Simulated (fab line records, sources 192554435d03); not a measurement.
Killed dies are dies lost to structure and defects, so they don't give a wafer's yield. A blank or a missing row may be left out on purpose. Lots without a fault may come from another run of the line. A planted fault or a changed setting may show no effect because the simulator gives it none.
Split-lot experiment | flow n5_finfet | 7 lots, 39 wafers read, on a route of 1938 steps

THE SPLIT
At N5_FIN_SAQP_EXPOSE_13 (exposes mask FIN CORE, target cd 35.6 nm), the setting dose_mj was moved away from the recipe's 63.25 on 6 of the 39 wafers read, by -5.3% to +4.8%. The other wafers ran this setting at the recipe's value.

FROM THE SPLIT TO THE READING: what the file shows between them, 2 steps
- N5_FIN_SAQP_PEB_14: peb time 60 s
- N5_FIN_SAQP_DEVELOP_15: develop time 30 s

THE READING
cd_nm, in nm, at N5_FIN_SAQP_CD_MEAS_16 (target cd 35.6 nm). Fault-free wafers of this fab line usually give 35.7 nm, standard deviation 0.32 nm.

wafer  | tool, chamber at the split | dose_mj as run | against the recipe | cd_nm, nm | against lot-mates on the recipe
L080.1 | arfi_scanner-03, 0         | 63.25          | recipe             | 35.3      | -
L080.2 | arfi_scanner-03, 0         | 63.25          | recipe             | 35.2      | -
L080.3 | arfi_scanner-03, 0         | 63.25          | recipe             | 35.5      | -
L080.4 | arfi_scanner-03, 0         | 63.25          | recipe             | 35.8      | -
L080.5 | arfi_scanner-03, 0         | 63.25          | recipe             | 35.7      | -
L080.6 | arfi_scanner-03, 0         | 63.25          | recipe             | 35.6      | -
L082.1 | arfi_scanner-02, 0         | 63.25          | recipe             | 35.7      | -
L082.2 | arfi_scanner-02, 0         | 63.25          | recipe             | 35.8      | -
L082.3 | arfi_scanner-02, 0         | 63.25          | recipe             | 36.1      | -
L082.4 | arfi_scanner-02, 0         | 63.25          | recipe             | 35.7      | -
L082.5 | arfi_scanner-02, 0         | 63.25          | recipe             | 35.6      | -
L082.6 | arfi_scanner-02, 0         | 63.25          | recipe             | 35.8      | -
L086.3 | arfi_scanner-02, 0         | 63.25          | recipe             | 35.6      | -
L086.5 | arfi_scanner-02, 0         | 63.25          | recipe             | 35.4      | -
L086.6 | arfi_scanner-02, 0         | 63.25          | recipe             | 35.9      | -
L089.1 | arfi_scanner-03, 0         | 63.25          | recipe             | 35.1      | -
L089.2 | arfi_scanner-03, 0         | 63.25          | recipe             | 35.2      | -
L089.3 | arfi_scanner-03, 0         | 63.25          | recipe             | 35.3      | -
L089.4 | arfi_scanner-03, 0         | 63.25          | recipe             | 35.4      | -
L089.5 | arfi_scanner-03, 0         | 63.25          | recipe             | 35.7      | -
L089.6 | arfi_scanner-03, 0         | 63.25          | recipe             | 35.4      | -
L091.1 | arfi_scanner-01, 0         | 66.28          | +4.8%              | 34.6      | -1.0
L091.2 | arfi_scanner-01, 0         | 63.25          | recipe             | 35.7      | -
L091.3 | arfi_scanner-01, 0         | 63.25          | recipe             | 35.2      | -
L091.4 | arfi_scanner-01, 0         | 66.28          | +4.8%              | 34.2      | -1.4
L091.5 | arfi_scanner-01, 0         | 66.28          | +4.8%              | 34.4      | -1.2
L091.6 | arfi_scanner-01, 0         | 63.25          | recipe             | 36.0      | -
L096.1 | arfi_scanner-03, 0         | 63.25          | recipe             | 35.8      | -
L096.2 | arfi_scanner-03, 0         | 63.25          | recipe             | 35.3      | -
L096.3 | arfi_scanner-03, 0         | 63.25          | recipe             | 35.5      | -
L096.4 | arfi_scanner-03, 0         | 63.25          | recipe             | 35.7      | -
L096.5 | arfi_scanner-03, 0         | 63.25          | recipe             | 35.3      | -
L096.6 | arfi_scanner-03, 0         | 63.25          | recipe             | 35.7      | -
L097.1 | arfi_scanner-02, 0         | 63.25          | recipe             | 35.5      | -
L097.2 | arfi_scanner-02, 0         | 59.92          | -5.3%              | 37.1      | +1.3
L097.3 | arfi_scanner-02, 0         | 63.25          | recipe             | 35.8      | -
L097.4 | arfi_scanner-02, 0         | 59.92          | -5.3%              | 37.2      | +1.4
L097.5 | arfi_scanner-02, 0         | 63.25          | recipe             | 36.0      | -
L097.6 | arfi_scanner-02, 0         | 59.92          | -5.3%              | 37.3      | +1.5

THE FIT
A straight line over all 39 wafers: cd_nm changes by -0.28 nm for each +1% of dose_mj; r = -0.91; the points scatter about the line by 0.25 nm.
The same after taking each lot's own level away (the mean of its wafers on the recipe; 39 wafers): -0.265 nm for each +1%; r = -0.93; scatter 0.2 nm.
On that fit, the largest move of dose_mj shifts the reading by 1.4 nm.
The lots' own levels span 35.35 to 35.78 nm, that is 1.4 times the standard deviation above.
So the lot-to-lot level changes the slope little: the two slopes agree.
Check: with one of the wafers moved furthest among these (-5.3%) left out of the fit, the line predicts +1.42 nm for it against its lot-mates. It came out at +1.33 nm against them.

OTHER SPLITS ON THESE WAFERS
These wafers also went through other splits before the reading. Each is held against what the fit with the lots' levels taken away leaves over:
other split on the same wafers    | wafers away from the commonest value | r with cd_nm (lot level and that fit taken away)
N5_WELL_APT_IMPLANT_32 energy_kev | 18                                   | +0.05

THE FILE'S OWN FIT
cd_nm changes by -0.263 nm for each +1% of dose_mj, r = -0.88.
